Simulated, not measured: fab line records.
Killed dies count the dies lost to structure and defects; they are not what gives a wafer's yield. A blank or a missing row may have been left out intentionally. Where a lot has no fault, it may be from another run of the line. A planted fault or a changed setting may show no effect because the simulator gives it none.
fab line records ; flow n5-finfet ; part 1 of 2: steps 1 to 14 of 23
[record] lots = 5; wafers = 15; last-day = 17
route steps=1938 shown GATE_CUT@488
lots untouched by any fault: they come from a run of this same line in which no faults occurred
start-h: hours from the record's opening day to when the first of the lot's shown wafers began ; wait-h: hours since the lot's step before ; " the same as in the row above ; L1.1+2: a single row standing in for several wafers ; - no value, or no start given ; * or withheld: withheld ; < > ~ a bound
route shown NAME@n: names a module that has steps shown in the file, with the first one's number in the route ; usual: mean/standard deviation of fault-free wafers ; same: alike in all rows ; chamber/n: place in a boat ; sites: per-site readings ; _std_site: the values' standard deviation ; _edge_site: outer sites' mean less inner sites' ; radius-mm: how far each site lies from the wafer's centre ; mask NAME#n: copy n ; behind: the last tool/chamber to shape the wafer ; hold: why the lot went on hold/how many hours it stayed there/how the hold came to an end ; device: whichever transistor did not switch (one of n, p or np) ; end of line: tests run on the same wafers once the route is complete ; a step with no rows: only its recipe ; killed: not the wafer's yield, but the dies lost to structure and defects at the first sort ; map: per-die view of a wafer (x killed, . not killed, _ where there is no die)
set.NAME: the run value of the setting; set.NAME@STEP: its run value at that earlier step ; model.NAME: the simulator's own value behind a step, which no gauge read
lots at some steps of the route; a table a step, a row a wafer
services: the hour from which a tool's chamber was out of use, counted from the record's first day as start-h (under 0 if before that day), plus the number of hours and why
[[steps]]
[step N5_GATE_CUT_OVL_MEAS_14]
[recipe] points-per-wafer = 522
[usual] GATE_CUT_OVL = 0.2/0.64
lot.wafer;tool;chamber;start-h;wait-h;GATE_CUT_OVL[nm]
L076.1;overlay-01;0;100.20;0.0;0.6
L076.5;overlay-01;0;100.20;0.0;0.8
L076.6;overlay-01;0;100.20;0.0;-0.3
L077.3;overlay-02;0;102.52;0.0;0.0
L077.5;overlay-02;0;102.52;0.0;-1.0
L077.6;overlay-02;0;102.52;0.0;-0.7
L079.2;overlay-01;0;116.25;0.0;-1.1
L079.4;overlay-01;0;116.25;0.0;-0.1
L079.5;overlay-01;0;116.25;0.0;0.8
L091.1;overlay-02;0;187.27;0.0;0.4
L091.4;overlay-02;0;187.27;0.0;0.8
L091.5;overlay-02;0;187.27;0.0;0.5
L094.2;overlay-01;0;204.30;0.0;0.0
L094.3;overlay-01;0;204.30;0.0;0.3
L094.4;overlay-01;0;204.30;0.0;-0.4
[step N5_GATE_CUT_INSPECT_15]
[recipe] mode = adi; inspect-instrument = brightfield
[usual] raw-defect-count = 124/40
lot.wafer;tool;chamber;start-h;wait-h;raw-defect-count
L076.1;defect-inspect-01;-;100.25;0.1;138
L076.5;defect-inspect-01;-;100.25;0.1;191
L076.6;defect-inspect-01;-;100.25;0.1;98
L077.3;defect-inspect-02;-;102.56;0.0;123
L077.5;defect-inspect-02;-;102.56;0.0;175
L077.6;defect-inspect-02;-;102.56;0.0;93
L079.2;defect-inspect-01;-;116.30;0.0;76
L079.4;defect-inspect-01;-;116.30;0.0;135
L079.5;defect-inspect-01;-;116.30;0.0;133
L091.1;defect-inspect-01;-;187.33;0.1;189
L091.4;defect-inspect-01;-;187.33;0.1;126
L091.5;defect-inspect-01;-;187.33;0.1;156
L094.2;defect-inspect-02;-;204.35;0.0;110
L094.3;defect-inspect-02;-;204.35;0.0;134
L094.4;defect-inspect-02;-;204.35;0.0;85
[step N5_GATE_CUT_DESCUM_18]
[recipe] chemistry = O2; time-s = 7; source-power-w = 50; bias-power-w = 20; pressure-mtorr = 20; rf-frequency-hz = 2.712e+07; temp-c = 40; resist = CAR-EUV; o2-flow-sccm = 225
[usual] drypump-motor-current-A = 5.8/0.62; o2-flow-sccm = 225.0/0.74; oes-product-au = 0.81/0.1; rf-vpp-V = 243.0/1.3; showerhead-plenum-p-Torr = 2.08/0.055; throttle-valve-pct = 20.4/0.35
lot.wafer;tool;chamber;start-h;wait-h;drypump-motor-current-A;o2-flow-sccm;oes-product-au;rf-hours-counter-h;rf-vpp-V;showerhead-plenum-p-Torr;throttle-valve-pct
L076.1;rie-diel-01;2;100.29;0.0;6.1;225.5;0.68;247;242.9;2.03;20.2
L076.5;rie-diel-01;3;100.29;0.0;6.4;225.6;0.93;-;243.8;2.05;20.2
L076.6;rie-diel-01;2;100.29;0.0;6.1;225.6;0.67;-;242.9;2.03;20.2
L077.3;rie-diel-03;1;102.60;0.0;5.3;225.7;0.78;150;241.8;2.07;20.1
L077.5;rie-diel-03;2;102.60;0.0;5.5;225.8;0.71;-;240.8;2.01;20.8
L077.6;rie-diel-03;1;102.60;0.0;5.3;225.1;0.77;-;243.5;2.07;20.1
L079.2;rie-diel-01;0;116.33;0.0;4.7;226.0;0.92;22;244.6;2.12;20.1
L079.4;rie-diel-01;3;116.33;0.0;6.4;223.8;0.91;-;242.0;2.05;20.2
L079.5;rie-diel-01;0;116.33;0.0;4.7;225.6;0.93;-;242.9;2.12;20.1
L091.1;rie-diel-04;0;187.36;0.0;5.8;225.7;0.67;247;243.9;2.14;21.0
L091.4;rie-diel-04;3;187.36;0.0;6.6;226.1;0.72;190;241.2;2.01;20.8
L091.5;rie-diel-04;3;187.36;0.0;6.6;226.9;0.72;-;241.4;2.01;20.8
L094.2;rie-diel-04;2;204.45;0.1;5.7;227.9;0.88;28;242.8;2.16;20.6
L094.3;rie-diel-04;1;204.45;0.1;6.5;224.4;0.79;113;242.6;2.10;20.5
L094.4;rie-diel-04;2;204.45;0.1;5.7;225.6;0.88;-;244.2;2.16;20.6
[step N5_GATE_CUT_ETCH_28]
[recipe] chemistry = N2/H2; target = underlayer; target-depth-a = 130; mask-material = CAR-EUV; time-s = 10.4; ion-energy-ev = 200; pressure-mtorr = 30; source-w = 840; bias-w = 150; n2-flow-sccm = 200; h2-flow-sccm = 200; ends = cleared
[usual] drypump-motor-current-A = 5.8/0.62; etch-rf-on-time-s = 10.39/0.22; oes-product-au = 0.69/0.086; rf-vpp-V = 523.6/2.1; showerhead-plenum-p-Torr = 2.53/0.066; throttle-valve-pct = 17.9/0.31
lot.wafer;tool;chamber;start-h;wait-h;drypump-motor-current-A;etch-rf-on-time-s;oes-product-au;rf-hours-counter-h;rf-vpp-V;showerhead-plenum-p-Torr;throttle-valve-pct
L076.1;rie-diel-01;2;100.32;0.0;6.1;10.34;0.58;247;522.2;2.52;17.9
L076.5;rie-diel-01;3;100.32;0.0;6.4;10.28;0.78;-;523.3;2.49;17.6
L076.6;rie-diel-01;2;100.32;0.0;6.1;10.44;0.58;-;524.0;2.52;17.9
L077.3;rie-diel-03;1;102.63;0.0;5.3;9.98;0.67;150;524.3;2.54;17.7
L077.5;rie-diel-03;2;102.63;0.0;5.5;10.69;0.60;-;518.9;2.41;18.0
L077.6;rie-diel-03;1;102.63;0.0;5.3;10.04;0.66;-;524.6;2.55;17.7
L079.2;rie-diel-01;0;116.37;0.0;4.7;10.39;0.79;22;524.3;2.58;17.5
L079.4;rie-diel-01;3;116.37;0.0;6.4;10.66;0.77;-;523.3;2.49;17.6
L079.5;rie-diel-01;0;116.37;0.0;4.7;10.47;0.79;-;527.8;2.58;17.5
L091.1;rie-diel-04;0;187.40;0.0;5.7;10.55;0.57;247;524.3;2.62;18.5
L091.4;rie-diel-04;3;187.40;0.0;6.6;10.43;0.62;190;520.3;2.43;18.2
L091.5;rie-diel-04;3;187.40;0.0;6.6;10.45;0.62;-;520.4;2.43;18.1
L094.2;rie-diel-04;2;204.48;0.0;5.7;10.59;0.73;28;526.1;2.61;18.1
L094.3;rie-diel-04;1;204.48;0.0;6.6;10.42;0.66;113;523.1;2.55;17.8
L094.4;rie-diel-04;2;204.48;0.0;5.7;10.62;0.73;-;526.5;2.61;18.1
[step N5_GATE_CUT_ETCH_36]
[recipe] chemistry = CF4; target = SiARC; target-depth-a = 130; mask-material = CAR-EUV; time-s = 21.7; ion-energy-ev = 80; pressure-mtorr = 40; source-w = 545; bias-w = 36; Ar_flow_sccm = 100; cf4-flow-sccm = 100; ends = cleared
[usual] drypump-motor-current-A = 5.8/0.62; etch-rf-on-time-s = 21.8/0.52; oes-product-au = 0.69/0.086; rf-vpp-V = 183.9/1.1; showerhead-plenum-p-Torr = 2.13/0.057; throttle-valve-pct = 15.61/0.29
lot.wafer;tool;chamber;start-h;wait-h;drypump-motor-current-A;etch-rf-on-time-s;oes-product-au;rf-hours-counter-h;rf-vpp-V;showerhead-plenum-p-Torr;throttle-valve-pct
L076.1;rie-diel-01;2;100.34;0.0;6.1;21.6;0.58;247;185.7;2.11;15.64
L076.5;rie-diel-01;3;100.34;0.0;6.4;21.8;0.78;-;184.5;2.11;15.37
L076.6;rie-diel-01;2;100.34;0.0;6.1;21.5;0.58;-;184.3;2.11;15.65
L077.3;rie-diel-03;1;102.65;0.0;5.3;21.1;0.67;150;184.0;2.14;15.43
L077.5;rie-diel-03;2;102.65;0.0;5.5;22.6;0.60;-;181.8;2.05;15.82
L077.6;rie-diel-03;1;102.65;0.0;5.3;21.2;0.66;-;183.9;2.14;15.44
L079.2;rie-diel-01;0;116.39;0.0;4.7;21.5;0.79;22;184.5;2.18;15.35
L079.4;rie-diel-01;3;116.39;0.0;6.3;22.0;0.77;-;185.0;2.10;15.39
L079.5;rie-diel-01;0;116.39;0.0;4.7;21.3;0.79;-;184.2;2.18;15.36
L091.1;rie-diel-04;0;187.42;0.0;5.7;22.2;0.57;247;185.1;2.20;16.25
L091.4;rie-diel-04;3;187.42;0.0;6.6;21.9;0.62;190;183.7;2.04;15.89
L091.5;rie-diel-04;3;187.42;0.0;6.6;22.2;0.61;-;182.3;2.04;15.89
L094.2;rie-diel-04;2;204.50;0.0;5.7;22.4;0.73;28;183.8;2.20;15.63
L094.3;rie-diel-04;1;204.50;0.0;6.5;22.3;0.66;113;184.9;2.16;15.60
L094.4;rie-diel-04;2;204.50;0.0;5.7;22.2;0.73;-;183.6;2.20;15.65
[step N5_GATE_CUT_ETCH_37]
[recipe] chemistry = N2/H2; target = SOC; target-depth-a = 600; overetch-a = 120; mask-material = SiARC; temp-c = 40; time-s = 90; ion-energy-ev = 200; pressure-mtorr = 30; source-w = 840; bias-w = 150; n2-flow-sccm = 200; h2-flow-sccm = 200
[usual] drypump-motor-current-A = 5.8/0.62; oes-product-au = 0.73/0.085; rf-vpp-V = 523.6/2.1; showerhead-plenum-p-Torr = 2.53/0.066; throttle-valve-pct = 17.8/0.31
lot.wafer;tool;chamber;start-h;wait-h;drypump-motor-current-A;oes-product-au;rf-hours-counter-h;rf-vpp-V;showerhead-plenum-p-Torr;throttle-valve-pct
L076.1;rie-diel-01;2;100.37;0.0;6.1;0.61;247;523.5;2.52;17.9
L076.5;rie-diel-01;3;100.37;0.0;6.4;0.82;-;521.7;2.49;17.6
L076.6;rie-diel-01;2;100.37;0.0;6.1;0.61;-;522.1;2.52;17.9
L077.3;rie-diel-03;1;102.68;0.0;5.3;0.68;150;524.4;2.55;17.7
L077.5;rie-diel-03;2;102.68;0.0;5.5;0.64;-;521.3;2.41;17.9
L077.6;rie-diel-03;1;102.68;0.0;5.3;0.69;-;523.6;2.55;17.7
L079.2;rie-diel-01;0;116.41;0.0;4.8;0.83;22;526.7;2.58;17.5
L079.4;rie-diel-01;3;116.41;0.0;6.4;0.81;-;520.9;2.49;17.6
L079.5;rie-diel-01;0;116.41;0.0;4.7;0.82;-;525.3;2.58;17.5
L091.1;rie-diel-04;0;187.44;0.0;5.7;0.61;247;525.4;2.62;18.5
L091.4;rie-diel-04;3;187.44;0.0;6.6;0.65;190;520.8;2.43;18.1
L091.5;rie-diel-04;3;187.44;0.0;6.6;0.65;-;519.6;2.43;18.2
L094.2;rie-diel-04;2;204.53;0.0;5.7;0.78;28;527.3;2.61;18.1
L094.3;rie-diel-04;1;204.53;0.0;6.6;0.70;113;522.4;2.55;17.8
L094.4;rie-diel-04;2;204.53;0.0;5.7;0.78;-;524.6;2.61;18.1
[step N5_GATE_CUT_STRIP_38]
[recipe] chemistry = N2/H2; temp-c = 40; n2-flow-sccm = 200; h2-flow-sccm = 200; rf-frequency-hz = 6e+07
lot.wafer;tool;chamber;start-h;wait-h
L076.1+5+6;rie-diel-01;2,3,2;100.43;0.0
L077.3+5+6;rie-diel-03;1,2,1;102.74;0.0
L079.2+4+5;rie-diel-01;0,3,0;116.48;0.0
L091.1+4+5;rie-diel-04;0,3,3;187.51;0.0
L094.2+3+4;rie-diel-04;2,1,2;204.59;0.0
[step N5_GATE_CUT_STRIP_39]
[recipe] chemistry = N2/H2; temp-c = 40; n2-flow-sccm = 200; h2-flow-sccm = 200; rf-frequency-hz = 6e+07
lot.wafer;tool;chamber;start-h;wait-h
L076.1+5+6;rie-diel-01;2,3,2;100.44;0.0
L077.3+5+6;rie-diel-03;1,2,1;102.75;0.0
L079.2+4+5;rie-diel-01;0,3,0;116.49;0.0
L091.1+4+5;rie-diel-04;0,3,3;187.52;0.0
L094.2+3+4;rie-diel-04;2,1,2;204.60;0.0
[step N5_GATE_CUT_HM_OPEN_40]
[recipe] chemistry = C4F6/O2; target = SiO2; mask-material = SiARC; target-depth-a = 1390; time-s = 85.1; ion-energy-ev = 250; pressure-mtorr = 30; source-w = 345; bias-w = 185; Ar_flow_sccm = 300; C4F6_flow_sccm = 10; O2_flow_sccm = 10; ends = cleared
[usual] drypump-motor-current-A = 5.8/0.61; etch-rf-on-time-s = 93.7/1.9; oes-product-au = 0.73/0.091; rf-vpp-V = 671/15; showerhead-plenum-p-Torr = 2.84/0.077; throttle-valve-pct = 21.0/0.3
lot.wafer;tool;chamber;start-h;wait-h;drypump-motor-current-A;etch-rf-on-time-s;oes-product-au;rf-hours-counter-h;rf-vpp-V;showerhead-plenum-p-Torr;throttle-valve-pct
L076.1;rie-diel-01;2;100.45;0.0;6.1;94.9;0.61;247;663;2.78;20.7
L076.5;rie-diel-01;3;100.45;0.0;6.4;95.0;0.83;-;675;2.82;20.9
L076.6;rie-diel-01;2;100.45;0.0;6.1;95.2;0.61;-;663;2.78;20.7
L077.3;rie-diel-03;1;102.76;0.0;5.3;91.3;0.70;150;677;2.87;20.9
L077.5;rie-diel-03;2;102.76;0.0;5.5;96.1;0.64;-;682;2.73;21.2
L077.6;rie-diel-03;1;102.76;0.0;5.3;92.3;0.70;-;677;2.87;20.9
L079.2;rie-diel-01;0;116.50;0.0;4.7;92.7;0.83;23;656;2.90;20.7
L079.4;rie-diel-01;3;116.50;0.0;6.4;93.8;0.82;-;675;2.81;20.9
L079.5;rie-diel-01;0;116.50;0.0;4.7;92.1;0.84;-;655;2.90;20.7
L091.1;rie-diel-04;0;187.53;0.0;5.7;96.7;0.59;247;664;2.91;21.5
L091.4;rie-diel-04;3;187.53;0.0;6.6;98.7;0.64;190;678;2.72;21.2
L091.5;rie-diel-04;3;187.53;0.0;6.6;96.7;0.65;-;678;2.72;21.2
L094.2;rie-diel-04;2;204.61;0.0;5.7;92.6;0.79;28;702;2.94;21.2
L094.3;rie-diel-04;1;204.61;0.0;6.5;93.9;0.71;113;683;2.89;21.1
L094.4;rie-diel-04;2;204.61;0.0;5.7;96.6;0.78;-;700;2.94;21.2
[step N5_GATE_CUT_STRIP_41]
[recipe] chemistry = CF4; resist = SiARC; power-w = 300; bias-power-w = 75; pressure-mtorr = 50; cf4-flow-sccm = 150; rf-frequency-hz = 6e+07
[usual] drypump-motor-current-A = 5.8/0.61; oes-product-au = 0.187/0.023; rf-vpp-V = 270.9/1.3; showerhead-plenum-p-Torr = 1.79/0.048; throttle-valve-pct = 13.6/0.31
lot.wafer;tool;chamber;start-h;wait-h;drypump-motor-current-A;oes-product-au;rf-hours-counter-h;rf-vpp-V;showerhead-plenum-p-Torr;throttle-valve-pct
L076.1;rie-diel-01;2;100.51;0.0;6.1;0.154;247;269.3;1.78;13.7
L076.5;rie-diel-01;3;100.51;0.0;6.4;0.217;-;269.6;1.75;13.3
L076.6;rie-diel-01;2;100.51;0.0;6.1;0.156;-;270.0;1.78;13.7
L077.3;rie-diel-03;1;102.82;0.0;5.3;0.180;150;270.5;1.78;13.4
L077.5;rie-diel-03;2;102.82;0.0;5.5;0.168;-;268.5;1.72;13.8
L077.6;rie-diel-03;1;102.82;0.0;5.3;0.183;-;270.1;1.78;13.4
L079.2;rie-diel-01;0;116.56;0.0;4.7;0.209;23;271.7;1.83;13.3
L079.4;rie-diel-01;3;116.56;0.0;6.4;0.211;-;269.7;1.75;13.3
L079.5;rie-diel-01;0;116.56;0.0;4.7;0.218;-;272.6;1.83;13.3
L091.1;rie-diel-04;0;187.59;0.0;5.7;0.152;247;271.7;1.85;14.2
L091.4;rie-diel-04;3;187.59;0.0;6.6;0.171;190;268.3;1.71;13.9
L091.5;rie-diel-04;3;187.59;0.0;6.6;0.174;-;268.1;1.71;13.9
L094.2;rie-diel-04;2;204.67;0.0;5.7;0.202;28;271.2;1.84;13.5
L094.3;rie-diel-04;1;204.67;0.0;6.5;0.181;113;272.6;1.80;13.5
L094.4;rie-diel-04;2;204.67;0.0;5.7;0.205;-;272.3;1.84;13.5
[step N5_GATE_CUT_STRIP_42]
[recipe] chemistry = O2; power-w = 400; temp-c = 40; pressure-mtorr = 30; rf-frequency-hz = 6e+07; bias-power-w = 0; overash-fraction = 0.3; o2-flow-sccm = 225
[usual] drypump-motor-current-A = 5.8/0.61; o2-flow-sccm = 225.1/0.71; oes-product-au = 0.81/0.1; rf-vpp-V = 3.6/0.48; showerhead-plenum-p-Torr = 2.09/0.055; throttle-valve-pct = 16.7/0.33
lot.wafer;tool;chamber;start-h;wait-h;drypump-motor-current-A;o2-flow-sccm;oes-product-au;rf-hours-counter-h;rf-vpp-V;showerhead-plenum-p-Torr;throttle-valve-pct
L076.1;rie-diel-01;2;100.53;0.0;6.1;224.5;0.67;248;3.5;2.04;16.5
L076.5;rie-diel-01;3;100.53;0.0;6.4;225.9;0.93;-;3.4;2.05;16.5
L076.6;rie-diel-01;2;100.53;0.0;6.1;225.1;0.68;-;3.9;2.04;16.6
L077.3;rie-diel-03;1;102.84;0.0;5.3;224.8;0.76;150;3.3;2.08;16.4
L077.5;rie-diel-03;2;102.84;0.0;5.5;225.1;0.71;-;4.3;2.01;16.9
L077.6;rie-diel-03;1;102.84;0.0;5.3;224.9;0.77;-;3.1;2.08;16.4
L079.2;rie-diel-01;0;116.58;0.0;4.8;226.7;0.93;23;3.4;2.13;16.3
L079.4;rie-diel-01;3;116.58;0.0;6.3;225.7;0.92;-;4.0;2.05;16.4
L079.5;rie-diel-01;0;116.58;0.0;4.8;224.9;0.93;-;3.5;2.13;16.4
L091.1;rie-diel-04;0;187.61;0.0;5.7;224.1;0.67;247;4.2;2.14;17.2
L091.4;rie-diel-04;3;187.61;0.0;6.6;224.9;0.72;190;3.3;2.01;17.1
L091.5;rie-diel-04;3;187.61;0.0;6.6;224.9;0.71;-;3.9;2.01;17.1
L094.2;rie-diel-04;2;204.69;0.0;5.7;224.5;0.88;28;3.7;2.16;16.8
L094.3;rie-diel-04;1;204.69;0.0;6.5;225.8;0.80;113;2.7;2.11;16.7
L094.4;rie-diel-04;2;204.69;0.0;5.7;225.3;0.87;-;3.8;2.16;16.8
[step N5_GATE_CUT_ETCH_19]
[recipe] chemistry = CH3F/O2; target = SiNx; mask-material = SiO2; target-depth-a = 537; time-s = 76.7; pressure-mtorr = 30; source-w = 395; bias-w = 73; Ar_flow_sccm = 150; CH3F_flow_sccm = 30; O2_flow_sccm = 20; ion-energy-ev = 120; ends = cleared
[usual] drypump-motor-current-A = 5.8/0.62; etch-rf-on-time-s = 76.7/1.4; oes-product-au = 0.69/0.087; rf-vpp-V = 300/6.3; showerhead-plenum-p-Torr = 1.99/0.055; throttle-valve-pct = 16.4/0.31
lot.wafer;tool;chamber;start-h;wait-h;drypump-motor-current-A;etch-rf-on-time-s;oes-product-au;rf-hours-counter-h;rf-vpp-V;showerhead-plenum-p-Torr;throttle-valve-pct
L076.1;rie-diel-01;2;100.57;0.0;6.1;78.3;0.57;248;295;1.95;16.3
L076.5;rie-diel-01;3;100.57;0.0;6.4;76.4;0.78;-;301;1.98;16.2
L076.6;rie-diel-01;2;100.57;0.0;6.1;77.6;0.57;-;296;1.95;16.3
L077.3;rie-diel-03;1;102.88;0.0;5.3;74.8;0.66;150;303;2.01;16.2
L077.5;rie-diel-03;2;102.88;0.0;5.5;78.6;0.60;-;304;1.91;16.6
L077.6;rie-diel-03;1;102.88;0.0;5.3;75.4;0.66;-;300;2.01;16.2
L079.2;rie-diel-01;0;116.62;0.0;4.8;75.9;0.79;23;293;2.04;16.1
L079.4;rie-diel-01;3;116.62;0.0;6.4;75.6;0.78;-;302;1.98;16.2
L079.5;rie-diel-01;0;116.62;0.0;4.8;75.9;0.79;-;291;2.04;16.1
L091.1;rie-diel-04;0;187.65;0.0;5.7;77.9;0.57;247;297;2.05;17.0
L091.4;rie-diel-04;3;187.65;0.0;6.6;78.6;0.61;190;302;1.91;16.7
L091.5;rie-diel-04;3;187.65;0.0;6.6;78.0;0.61;-;303;1.91;16.7
L094.2;rie-diel-04;2;204.73;0.0;5.7;77.7;0.74;28;312;2.06;16.5
L094.3;rie-diel-04;1;204.73;0.0;6.6;77.6;0.66;113;305;2.03;16.4
L094.4;rie-diel-04;2;204.73;0.0;5.7;77.6;0.74;-;312;2.06;16.5
[step N5_GATE_CUT_CUT_ETCH_53]
[recipe] chemistry = SF6/Cl2; target = W; mask-material = SiO2; target-depth-a = 792; pressure-mtorr = 8; icp-w = 900; bias-w = 80; SF6_flow_sccm = 40; Cl2_flow_sccm = 60; ends = cleared
[usual] drypump-motor-current-A = 5.94/0.26; etch-rf-on-time-s = 26.5/0.54; oes-product-au = 0.72/0.1; throttle-valve-pct = 28.98/0.27
lot.wafer;tool;chamber;start-h;wait-h;drypump-motor-current-A;etch-rf-on-time-s;oes-product-au;rf-hours-counter-h;throttle-valve-pct
L076.1;rie-metal-02;0;100.68;0.1;5.83;26.0;0.80;19;28.83
L076.5;rie-metal-02;1;100.68;0.1;5.47;27.7;0.84;-;28.91
L076.6;rie-metal-02;0;100.68;0.1;5.80;26.1;0.80;-;28.84
L077.3;rie-metal-02;1;103.01;0.1;5.47;27.4;0.84;-;28.91
L077.5;rie-metal-02;1;103.01;0.1;5.50;27.5;0.84;-;28.89
L077.6;rie-metal-02;0;103.01;0.1;5.80;26.1;0.80;-;28.85
L079.2;rie-metal-03;0;116.73;0.1;6.25;26.2;0.87;3;29.04
L079.4;rie-metal-03;1;116.73;0.1;6.03;25.6;0.66;-;28.65
L079.5;rie-metal-03;1;116.73;0.1;6.04;25.5;0.66;-;28.66
L091.1;rie-metal-03;1;187.76;0.1;6.05;25.8;0.65;63;28.67
L091.4;rie-metal-03;0;187.76;0.1;6.25;26.3;0.81;-;29.04
L091.5;rie-metal-03;1;187.76;0.1;6.06;25.7;0.65;-;28.67
L094.2;rie-metal-03;0;204.84;0.1;6.21;26.5;0.81;11;29.03
L094.3;rie-metal-03;1;204.84;0.1;6.07;26.0;0.65;-;28.65
L094.4;rie-metal-03;0;204.84;0.1;6.25;26.8;0.80;-;29.03
[step N5_GATE_CUT_CUT_ETCH_54]
[recipe] chemistry = Cl2/BCl3; target = TiN; mask-material = SiO2; target-depth-a = 967; pressure-mtorr = 10; icp-w = 1000; bias-w = 126; Cl2_flow_sccm = 53.25; bcl3-flow-sccm = 21.75; Ar_flow_sccm = 25; ends = cleared
[usual] drypump-motor-current-A = 5.94/0.26; etch-rf-on-time-s = 37.0/0.78; oes-product-au = 0.71/0.1; throttle-valve-pct = 22.30/0.21
lot.wafer;tool;chamber;start-h;wait-h;drypump-motor-current-A;etch-rf-on-time-s;oes-product-au;rf-hours-counter-h;throttle-valve-pct
L076.1;rie-metal-02;0;100.74;0.0;5.81;36.4;0.79;19;22.18
L076.5;rie-metal-02;1;100.74;0.0;5.48;38.2;0.85;-;22.25
L076.6;rie-metal-02;0;100.74;0.0;5.76;36.1;0.80;-;22.17
L077.3;rie-metal-02;1;103.07;0.0;5.48;38.4;0.83;-;22.23
L077.5;rie-metal-02;1;103.07;0.0;5.47;38.2;0.85;-;22.25
L077.6;rie-metal-02;0;103.07;0.0;5.80;36.5;0.79;-;22.17
L079.2;rie-metal-03;0;116.79;0.0;6.21;36.6;0.85;3;22.30
L079.4;rie-metal-03;1;116.79;0.0;6.08;35.7;0.66;-;22.03
L079.5;rie-metal-03;1;116.79;0.0;6.07;35.6;0.67;-;22.04
L091.1;rie-metal-03;1;187.82;0.0;6.06;35.9;0.65;63;22.05
L091.4;rie-metal-03;0;187.82;0.0;6.25;37.3;0.80;-;22.32
L091.5;rie-metal-03;1;187.82;0.0;6.09;36.0;0.65;-;22.06
L094.2;rie-metal-03;0;204.90;0.0;6.24;36.9;0.81;11;22.34
L094.3;rie-metal-03;1;204.90;0.0;6.02;35.8;0.65;-;22.05
L094.4;rie-metal-03;0;204.90;0.0;6.25;36.6;0.80;-;22.33
